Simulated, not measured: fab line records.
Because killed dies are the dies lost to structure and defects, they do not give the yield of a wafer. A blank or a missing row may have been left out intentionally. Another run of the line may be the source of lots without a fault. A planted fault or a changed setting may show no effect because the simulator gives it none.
Matching of chambers -- flow n5_finfet -- 4 sister chambers for N5_FIN_SAQP_FIN_ETCH_36 on rie_si-06
The step etches the open film in HBr/Cl2/O2, target depth 120 nm, time 50.4 s. 20 wafers are shown with their chamber, then 10 later ones without.

EACH WAFER AND ITS CHAMBER
wafer,chamber,throttle_valve_pct (%),drypump_motor_current_A (A),oes_product_au (a.u.)
L074.1,0,35.69,6.0,0.971
L074.3,3,36.13,5.7,1.035
L074.6,1,35.99,6.6,1.008
L075.1,2,35.81,5.6,1.000
L075.3,0,35.68,5.9,0.965
L075.4,3,36.13,5.7,1.033
L076.1,2,35.81,5.5,0.993
L076.3,0,35.68,5.9,0.966
L076.6,0,35.71,5.9,0.964
L079.1,1,35.98,6.5,1.008
L079.3,3,36.10,5.7,1.032
L079.4,0,35.69,6.0,0.972
L081.1,1,35.98,6.5,1.004
L081.4,0,35.70,6.0,0.963
L081.5,0,35.70,6.0,0.963
L084.2,1,35.99,6.5,0.997
L084.3,0,35.69,6.0,0.964
L084.5,2,35.81,5.6,0.987
L087.2,3,36.14,5.6,1.022
L087.3,1,36.01,6.5,0.998

SIGNATURES (averages over the wafers above)
reading,chamber 0,chamber 1,chamber 2,chamber 3,scatter within a chamber
throttle_valve_pct,35.6925,35.9900,35.8100,36.1250,0.0119
drypump_motor_current_A,5.963,6.520,5.567,5.675,0.0506
oes_product_au,0.96600,1.00300,0.99333,1.03050,0.00491
Rule: a wafer's distance from a chamber is the root of the sum, over the readings, of the square of ((its reading less the chamber's mean) divided by the reading's scatter). If the next closest chamber is less than 2 further off than the closest, the wafer can't be placed; otherwise it belongs to the closest. The scatter is the square root of a quotient: the sum, over the shown wafers, of each reading's squared deviation from its chamber's mean, divided by wafers minus chambers.

WAFERS WHOSE CHAMBER IS MISSING
wafer,throttle_valve_pct (%),drypump_motor_current_A (A),oes_product_au (a.u.)
L087.5,35.81,5.6,0.978
L090.1,35.78,5.6,1.001
L090.3,35.71,6.0,0.954
L090.5,35.70,6.0,0.964
L092.3,36.00,6.5,1.002
L092.4,35.82,5.6,0.981
L092.6,35.80,5.6,0.979
L094.1,35.81,5.6,0.988
L094.5,35.70,6.0,0.953
L094.6,36.13,5.7,1.026

EACH ONE'S CHAMBER
wafer,from the rows above,in truth
L087.5,2,2
L090.1,2,2
L090.3,0,0
L090.5,0,0
L092.3,1,1
L092.4,2,2
L092.6,2,2
L094.1,2,2
L094.5,0,0
L094.6,3,3
Placed correctly: 10 of 10. Not placeable from these rows: 0. 0 placed wrongly.
